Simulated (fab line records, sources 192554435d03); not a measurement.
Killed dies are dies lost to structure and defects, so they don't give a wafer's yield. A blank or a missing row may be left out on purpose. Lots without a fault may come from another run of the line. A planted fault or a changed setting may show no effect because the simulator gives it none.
Which tool did it? | flow n5_finfet | 11 lots, 33 wafers sampled, at 5 steps of a route of 1938

WHAT THE GAUGES READ, wafer by wafer
N5_MOL_CONTACT_COAG_CD_MEAS_137: target cd 16 nm. Usual: cd_nm 16.0 nm, standard deviation 0.39.
lot  | measured     | on        | cd_nm (nm)     | flag
L809 | day 5 11:10  | cd_sem-02 | 15.7 15.9 15.6 |
L810 | day 5 17:18  | cd_sem-01 | 16.7 16.1 15.5 |
L811 | day 5 23:59  | cd_sem-01 | 16.0 16.8 16.4 |
L814 | day 6 14:57  | cd_sem-02 | 16.5 16.4 16.1 |
L815 | day 6 23:09  | cd_sem-02 | 16.6 16.3 15.7 |
L816 | day 7 05:14  | cd_sem-01 | 15.9 15.8 16.9 |
L818 | day 7 16:47  | cd_sem-01 | 15.6 16.2 16.0 |
L828 | day 10 03:17 | cd_sem-03 | 15.9 15.9 15.8 |
L829 | day 10 10:43 | cd_sem-02 | 15.8 15.3 15.7 |
L830 | day 10 19:58 | cd_sem-01 | 15.8 16.1 15.8 |
L831 | day 10 22:44 | cd_sem-03 | 15.9 16.0 15.5 |

N5_MOL_CONTACT_COAG_OVL_MEAS_41. Usual: VD_OVL -0.2 nm, standard deviation 0.57.
lot  | measured     | on         | VD_OVL (nm)    | flag
L809 | day 5 11:32  | overlay-02 | 0.1 0.7 0.9    |
L810 | day 5 17:39  | overlay-01 | -0.3 -0.4 -0.4 |
L811 | day 6 00:21  | overlay-02 | -1.4 -0.9 -0.5 |
L814 | day 6 15:26  | overlay-02 | -0.5 0.0 0.0   |
L815 | day 6 23:38  | overlay-01 | -0.4 0.4 -0.1  |
L816 | day 7 05:35  | overlay-01 | -0.4 0.4 0.8   |
L818 | day 7 17:08  | overlay-01 | -0.6 -0.2 -0.7 |
L828 | day 10 03:38 | overlay-02 | -0.3 1.4 -0.5  |
L829 | day 10 11:11 | overlay-02 | -0.1 0.0 -0.2  |
L830 | day 10 20:19 | overlay-01 | -0.2 -0.4 0.4  |
L831 | day 10 23:05 | overlay-02 | 0.7 -0.1 -0.4  |

N5_BEOL_M4_RC_MEAS_101. Usual: DIBL_N 37.1 mV/V, standard deviation 2.4; DIBL_P 37 mV/V, standard deviation 3; IOFF_N 0.18 nA/um, standard deviation 0.053; IOFF_P 0.21 nA/um, standard deviation 0.05; ION_N 674 uA/um, standard deviation 14; ION_P 459 uA/um, standard deviation 9.2; SS_N 72.1 mV/dec, standard deviation 0.9; SS_P 73.4 mV/dec, standard deviation 0.89; VT_N 250 mV, standard deviation 3.8; VT_P -251 mV, standard deviation 3.7.
lot  | measured     | on        | DIBL_N (mV/V)  | DIBL_P (mV/V) | IOFF_N (nA/um) | IOFF_P (nA/um) | ION_N (uA/um) | ION_P (uA/um) | SS_N (mV/dec)  | SS_P (mV/dec)  | VT_N (mV)   | VT_P (mV)      | flag
L809 | day 8 14:59  | prober-01 | 39.5 36.7 34.4 | 40 37 33      | 0.21 0.15 0.13 | 0.29 0.22 0.17 | 680 671 654   | 466 461 450   | 72.7 71.6 71.9 | 74.0 73.3 71.9 | 248 251 255 | -246 -251 -253 |
L810 | day 9 08:23  | prober-02 | 35.7 37.7 34.8 | 35 36 34      | 0.16 0.19 0.14 | 0.22 0.22 0.18 | 671 677 656   | 464 461 455   | 71.8 72.6 71.9 | 72.9 73.0 72.3 | 249 251 253 | -249 -249 -249 |
L811 | day 9 13:48  | prober-01 | 37.7 36.7 37.9 | 39 37 38      | 0.20 0.19 0.20 | 0.25 0.23 0.23 | 688 681 664   | 467 464 453   | 71.6 72.0 73.0 | 73.7 72.7 73.8 | 248 245 247 | -248 -248 -248 |
L814 | day 9 18:23  | prober-01 | 37.7 34.9 36.0 | 40 36 36      | 0.19 0.13 0.16 | 0.22 0.18 0.18 | 671 657 679   | 459 450 457   | 72.5 71.4 72.1 | 74.4 73.3 72.9 | 250 253 250 | -251 -253 -254 |
L815 | day 9 21:47  | prober-02 | 36.1 33.4 36.5 | 34 31 36      | 0.14 0.11 0.15 | 0.20 0.16 0.22 | 674 656 677   | 464 453 474   | 72.4 71.2 72.2 | 72.6 71.6 73.4 | 252 256 253 | -250 -252 -250 |
L816 | day 10 16:02 | prober-01 | 33.4 39.3 36.0 | 31 38 34      | 0.11 0.22 0.14 | 0.15 0.24 0.18 | 663 685 661   | 456 465 443   | 70.8 72.2 71.0 | 72.4 73.3 72.4 | 256 247 254 | -254 -249 -253 |
L818 | day 10 18:53 | prober-02 | 37.4 37.3 38.5 | 35 39 39      | 0.20 0.17 0.20 | 0.18 0.22 0.22 | 679 670 672   | 453 455 449   | 72.4 71.4 73.4 | 73.6 74.0 74.6 | 248 251 250 | -253 -252 -251 |
L828 | day 13 00:14 | prober-02 | 41.6 35.2 39.3 | 41 35 38      | 0.28 0.14 0.24 | 0.27 0.17 0.23 | 683 651 682   | 463 446 461   | 73.6 71.9 73.2 | 75.0 72.9 74.9 | 243 255 247 | -248 -255 -251 |
L829 | day 13 21:18 | prober-02 | 32.5 36.1 37.3 | 33 37 39      | 0.12 0.17 0.21 | 0.14 0.18 0.22 | 665 690 697   | 453 459 464   | 71.2 71.7 72.5 | 72.1 72.8 74.6 | 252 249 244 | -255 -255 -252 |
L830 | day 13 21:37 | prober-01 | 36.6 34.7 34.5 | 37 35 35      | 0.17 0.14 0.14 | 0.18 0.16 0.16 | 682 665 670   | 459 446 458   | 72.2 71.2 70.7 | 72.7 73.3 73.3 | 251 251 252 | -256 -255 -258 |
L831 | day 14 00:27 | prober-01 | 34.9 37.6 37.8 | 35 38 39      | 0.13 0.16 0.19 | 0.16 0.19 0.22 | 662 662 681   | 456 448 460   | 71.0 71.7 71.8 | 73.0 73.5 73.7 | 254 254 249 | -253 -253 -252 |

WHICH TOOL RAN EACH LOT (tool, then ch and the chambers of the sampled wafers, then the start)
lot  | N5_MOL_CONTACT_COAG_CVD_140   | N5_BEOL_M0_SAQP_ILD_DEP_01
L809 | cvd_w-01 ch 0,1, day 5 12:53  | pecvd-01 ch 1,2, day 5 16:51
L810 | cvd_w-01 ch 1, day 5 18:45    | pecvd-04 ch 1,2, day 5 22:47
L811 | cvd_w-01 ch 0,1, day 6 01:43  | pecvd-01 ch 0,1,2, day 6 05:44
L814 | cvd_w-02 ch 0,1, day 6 16:29  | pecvd-04 ch 0,1,2, day 6 20:30
L815 | cvd_w-01 ch 0,1, day 7 00:51  | pecvd-01 ch 1,2, day 7 04:53
L816 | cvd_w-02 ch 0,1, day 7 06:39  | pecvd-01 ch 0,1,2, day 7 10:42
L818 | cvd_w-01 ch 0,1, day 7 18:10  | pecvd-02 ch 0,1, day 8 00:18
L828 | cvd_w-01 ch 0, day 10 04:49   | pecvd-04 ch 0,1,2, day 10 09:03
L829 | cvd_w-02 ch 0,1, day 10 12:14 | pecvd-02 ch 0,1, day 10 16:24
L830 | cvd_w-02 ch 0,1, day 10 21:30 | pecvd-04 ch 0,1,2, day 11 01:32
L831 | cvd_w-01 ch 0,1, day 11 00:10 | pecvd-04 ch 0,1, day 11 04:32
- N5_MOL_CONTACT_COAG_CVD_140: deposits W, target thk 66.5 nm, time 215 s.
- N5_BEOL_M0_SAQP_ILD_DEP_01: deposits SiOC from DEMS/O2, target thk 45.419 nm, time 8.7 s.

WHAT THE TOOLS THEMSELVES READ (means of the sampled wafers that have a number; where no wafer has one, the mark that the record gives instead)
N5_MOL_CONTACT_COAG_CVD_140. Usual: heater_power_w 511 W, standard deviation 38; run_length_s 286.0 s, standard deviation 0.43.
lot  | tool     | heater_power_w (W) | run_length_s (s) | flag
L809 | cvd_w-01 | 515                | 285.5            |
L810 | cvd_w-01 | 463                | 285.9            |
L811 | cvd_w-01 | 511                | 285.6            |
L814 | cvd_w-02 | 537                | 286.7            |
L815 | cvd_w-01 | 484                | 314.3            | OFF
L816 | cvd_w-02 | 537                | 286.4            |
L818 | cvd_w-01 | 491                | 314.2            | OFF
L828 | cvd_w-01 | 538                | 285.9            |
L829 | cvd_w-02 | 515                | 285.9            |
L830 | cvd_w-02 | 545                | 286.4            |
L831 | cvd_w-01 | 494                | 285.7            |

N5_BEOL_M0_SAQP_ILD_DEP_01. Usual: heater_power_w 440 W, standard deviation 57; showerhead_plenum_p_Torr 5.692 Torr, standard deviation 0.013; throttle_valve_pct 11.9 %, standard deviation 1.
lot  | tool     | heater_power_w (W) | showerhead_plenum_p_Torr (Torr) | throttle_valve_pct (%) | flag
L809 | pecvd-01 | 358                | 5.707                           | 10.7                   |
L810 | pecvd-04 | 507                | 5.697                           | 12.8                   |
L811 | pecvd-01 | 386                | 5.699                           | 11.1                   |
L814 | pecvd-04 | 465                | 5.693                           | 12.3                   |
L815 | pecvd-01 | 369                | 5.704                           | 10.8                   |
L816 | pecvd-01 | 407                | 5.695                           | 11.0                   |
L818 | pecvd-02 | 485                | 5.694                           | 11.3                   |
L828 | pecvd-04 | 465                | 5.693                           | 12.5                   |
L829 | pecvd-02 | 446                | 5.697                           | 11.5                   |
L830 | pecvd-04 | 476                | 5.691                           | 12.5                   |
L831 | pecvd-04 | 539                | 5.690                           | 13.2                   |

THE ANSWER, worked out from the rows above alone
Rule: a lot is off if the mean of its wafers that have a number lies more than 3 standard deviations from the usual mean. A lot without any number at a reading at which 4 lots or more have one is off too. The other lots that the step has rows for count as sound. The gauges are gone through in route order, then the tools' own readings, and for those a lot's mean is taken as printed above. The first step at which some lot is off is used, and at that step the reading that is off furthest; a lot without a number counts as furthest.
Off: L815, L818, at N5_MOL_CONTACT_COAG_CVD_140 (run_length_s).
A tool fits if, at that step or a process step before it, it ran every lot that is off, and no sound lot after the first of them. None of those tried fits.

WHAT THE SIMULATOR HAD PUT IN
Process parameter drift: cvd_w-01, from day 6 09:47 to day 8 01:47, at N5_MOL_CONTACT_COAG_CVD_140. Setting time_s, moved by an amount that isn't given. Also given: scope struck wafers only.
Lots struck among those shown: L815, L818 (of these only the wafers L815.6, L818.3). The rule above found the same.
